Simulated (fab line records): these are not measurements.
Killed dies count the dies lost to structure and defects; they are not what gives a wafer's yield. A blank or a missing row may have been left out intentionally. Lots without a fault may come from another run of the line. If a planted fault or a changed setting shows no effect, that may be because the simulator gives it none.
Struck lot and sound lot, side by side | flow nandHarc | 14 out of 1302 route steps
Sound: the wafers L526.1, L526.2, L526.4. Wafers L538.4, L538.5, L538.6 were the ones struck. The cause comes at the end.
For every step that has rows: the tool of each side, followed by ch and its chambers, followed by its first start. Under that, the readings that differ: sound wafers | struck wafers | difference of the means | sigmas: that difference in standard deviations of wafers without a fault.
alike: readings whose means differ by less than 2 such deviations, and words and numbers that are the same on both sides. not compared: withheld readings, readings that some wafer has no value for, bounds like >300 that may hide the same value, and numbers for which the record gives no deviation and whose values overlap.
A row with sigmas, a row that says differs or no value, or rows on one side alone: a step with any of these is where the two part. When numbers do not overlap yet have no deviation, they are printed without sigmas and do not part them. A reading missing from all wafers of one side parts the sides only when that side holds two or more wafers.

NHARC_P_GATE_CD_MEAS_59 targets a cd of 720 nm.
  sound on cdSem-02 ch 0, day 6 01:59; struck on cdSem-03 ch 0, day 11 21:23
  alike: cdNm
then, 1 step without rows for these wafers: NHARC_P_GATE_HARDBAKE_60 (time 80 s).
NHARC_P_GATE_DESCUM_61: chemistry O2, time 3 s.
  sound on rieDiel-12 ch 0,1,3, day 6 02:08; struck on rieDiel-10 ch 0,3, day 11 21:33
  alike: drypumpMotorCurrentA, oesProductAu, rfVppV, showerheadPlenumPTorr, throttleValvePct
  not compared: rfHoursCounterH
then, 1 step without rows for these wafers: NHARC_P_GATE_IMPLANT_62.
NHARC_P_GATE_STRIP_112: strips in N2/H2, time 200 s.
  sound on plasmaAsher-01 ch 0,1, day 6 02:31; struck on plasmaAsher-02 ch 0,1, day 11 22:02
reading          | sound    | struck   | difference | sigmas
heaterPowerW (W) | 85 92 85 | 79 83 80 | -7         | -2
  alike: drypumpMotorCurrentA
  not compared: rfHoursCounterH
NHARC_P_GATE_STRIP_76: strips in O2.
  sound on plasmaAsher-01 ch 0,1, day 6 02:46; struck on plasmaAsher-02 ch 0,1, day 11 22:13
  alike: drypumpMotorCurrentA, heaterPowerW
  not compared: rfHoursCounterH
then, 6 steps without rows for these wafers: NHARC_P_GATE_STRIP_63 (strips in SPM, time 900 s); NHARC_P_GATE_DEHYDRATE_83 (time 120 s); NHARC_P_GATE_HMDS_84 (time 30 s); NHARC_P_GATE_COAT_85; NHARC_P_GATE_SOFTBAKE_86 (time 95 s); NHARC_P_GATE_EBR_87.
NHARC_P_GATE_EXPOSE_88: exposes mask P HVN, target cd 2000 nm.
  sound on krfScanner-03 ch 0, day 6 03:32; struck on krfScanner-03 ch 0, day 11 22:50
reading                      | sound                | struck            | difference | sigmas
model.P_GATE.overlayXNm (nm) | -11.83 -11.83 -11.83 | 152.8 152.8 152.8 | +164.6     | 
  alike: mask, focusOffsetNm
then, 1 step without rows for these wafers: NHARC_P_GATE_PEB_89 (peb time 85 s).

== WHERE THEY PART ==
Within this record, at NHARC_P_GATE_STRIP_112 only. Later steps at which nothing parts them and some readings are alike: NHARC_P_GATE_STRIP_76, NHARC_P_GATE_EXPOSE_88.

WHY: what the simulator had put in
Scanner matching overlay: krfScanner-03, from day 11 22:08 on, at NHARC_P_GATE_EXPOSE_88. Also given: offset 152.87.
